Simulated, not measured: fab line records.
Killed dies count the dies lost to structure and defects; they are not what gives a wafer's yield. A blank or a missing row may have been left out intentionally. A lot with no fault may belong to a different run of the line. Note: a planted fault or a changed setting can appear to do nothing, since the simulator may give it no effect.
8D (eight disciplines) problem report, filled in by code    flow n5Finfet    the parts of the form that need people (team, actions taken, sign-off) are left out

1. THE PROBLEM
N5_PASSIVATION_PROBE_49, killedAtFrontEnd: mean 147 over 1 wafer from 1 lot; wafers with no fault: 43, standard deviation 12. That puts it +8.7 standard deviations away from the usual mean.
Seen first at day 17 00:23 on prober-02, wafer L316.3. Wafers with a number at this step in the record: 39, from 13 lots. The rule behind "out" and "out of limits": a value lying over 4 standard deviations away from the usual mean. The other wafers with a number count as sound.

2. WHAT IT IS, AND WHAT IT ISN'T
question                     is                            is not
which readings at this step  killedAtFrontEnd, killedDies  killed_at_M0_to_M3, killed_at_M4_up, killedAtContacts, killedAtOther, killedOpen, killedShort
which lots                   L316                          L303, L305, L306, L307, L308, L309, L310, L312, L321, L322, L324, L326
which wafers of those lots   L316.3                        L316.4, L316.5
read on which tools          prober-02                     prober-01
when                         from day 17 00:23             up to then (24 sound wafers); but 14 sound wafers of L316, L321, L322, L324, L326 came after

3. WHAT RULES OUT EACH SUSPECT
Counting: a tool at a process step up to the reading stays a suspect if it ran every lot that is out. Sound lots after the first of them don't rule it out here, since some wafers of a struck lot are sound.
- wetBench-06 at N5_PMOS_HMC_CHANNEL_EPI_STRIP_17 (strips in SPM, time 750 s): kept. It processed L316, the lot that is out, at day 4 23:40, and its most recent sound lot before then was L308 at day 3 00:35.
- rieDiel-03 at N5_PASSIVATION_DESCUM_32 (chemistry O2, time 7.9 s): kept. It processed L316, the lot that is out, at day 16 19:19, and its most recent sound lot before then was L309 at day 15 08:14.
- prober-02 at N5_PASSIVATION_PROBE_49: kept. It processed L316, the lot that is out, at day 17 00:23, and its most recent sound lot before then was L308 at day 15 12:33. Its own readings are out on those wafers: killedAtFrontEnd, killedDies.
- Within rieDiel-03 at N5_PASSIVATION_DESCUM_32, the wafers that are out were processed in chamber 1 and their sound lot-mates in chamber 3.
wetBench-06 at N5_PMOS_HMC_CHANNEL_EPI_STRIP_17, rieDiel-03 at N5_PASSIVATION_DESCUM_32 and prober-02 at N5_PASSIVATION_PROBE_49 are what is left after counting.

4. THE CAUSE (what the simulator had put in)
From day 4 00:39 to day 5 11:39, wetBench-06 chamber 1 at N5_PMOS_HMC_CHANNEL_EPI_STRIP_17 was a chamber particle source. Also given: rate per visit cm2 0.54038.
Counting leaves 3 suspects; this tool is one of them.

5. THE CHAIN OF EFFECTS, in route order
Each row: a reading whose mean over the struck wafers that have a number lies more than 3 standard deviations from the usual. Readings are gone through only where the record gives a usual standard deviation; hours: the median, over the lots, of the time from a lot's start at the first step in this table giving one to that lot's start at this step; sigmas: the change measured in usual standard deviations.
hours  step                     reading           usual  on struck wafers  change  sigmas
0      N5_PASSIVATION_PROBE_49  killedAtFrontEnd  43     147               +104    +8.7
0      N5_PASSIVATION_PROBE_49  killedDies        106    199               +93     +5.5
The process steps in it:
- N5_PASSIVATION_PROBE_49

6. WHAT WOULD HAVE CAUGHT IT SOONER
In this record the first reading out of limits was taken at day 17 00:23, 312 hours after the fault began at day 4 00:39.
By day 17 00:23 the whole set of lots that are out, 1 in number, had already begun N5_PMOS_HMC_CHANNEL_EPI_STRIP_17 on wetBench-06. Holding the tool at that point would not have protected any of them.
